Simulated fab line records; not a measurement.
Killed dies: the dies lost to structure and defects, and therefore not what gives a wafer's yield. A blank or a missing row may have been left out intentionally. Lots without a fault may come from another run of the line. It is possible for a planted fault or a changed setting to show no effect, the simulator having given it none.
Chamber matching || flow n5 finfet || rie diel-01 running N5_BEOL_M1_STRIP_19: 3 sister chambers
The step strips in O2. 3 wafers are shown with their chamber, then 8 later ones without.

WAFERS WITH THEIR CHAMBER
{"wafer": "L075.3", "chamber": 3, "drypump motor current A (A)": 6.0}
{"wafer": "L084.2", "chamber": 2, "drypump motor current A (A)": 5.2}
{"wafer": "L084.6", "chamber": 1, "drypump motor current A (A)": 6.3}

WAFERS WITHOUT THEIR CHAMBER
{"wafer": "L086.3", "drypump motor current A (A)": 5.1}
{"wafer": "L086.5", "drypump motor current A (A)": 6.3}
{"wafer": "L086.6", "drypump motor current A (A)": 5.1}
{"wafer": "L092.1", "drypump motor current A (A)": 6.3}
{"wafer": "L092.2", "drypump motor current A (A)": 5.2}
{"wafer": "L092.5", "drypump motor current A (A)": 6.0}
{"wafer": "L097.4", "drypump motor current A (A)": 6.3}
{"wafer": "L097.6", "drypump motor current A (A)": 6.0}

CHAMBER TAKEN BY EACH
{"wafer": "L086.3", "from the rows above": 2, "in truth": 2}
{"wafer": "L086.5", "from the rows above": 1, "in truth": 1}
{"wafer": "L086.6", "from the rows above": 2, "in truth": 2}
{"wafer": "L092.1", "from the rows above": 1, "in truth": 1}
{"wafer": "L092.2", "from the rows above": 2, "in truth": 2}
{"wafer": "L092.5", "from the rows above": 3, "in truth": 3}
{"wafer": "L097.4", "from the rows above": 1, "in truth": 1}
{"wafer": "L097.6", "from the rows above": 3, "in truth": 3}
8 of 8 placed correctly. From these rows, 0 cannot be placed. 0 placed wrongly.
How it was worked out, from the rows above alone: a wafer's distance from a chamber is the root of the sum, over the readings, of the square of ((its reading less the chamber's mean) divided by the reading's scatter). If the next closest chamber is less than 2 further off than the closest, the wafer can't be placed; otherwise it belongs to the closest. Each chamber's mean is taken over the wafers shown for it. The scatter: root of mean squared gap, hidden wafer to nearest shown wafer, with one shown wafer a chamber.
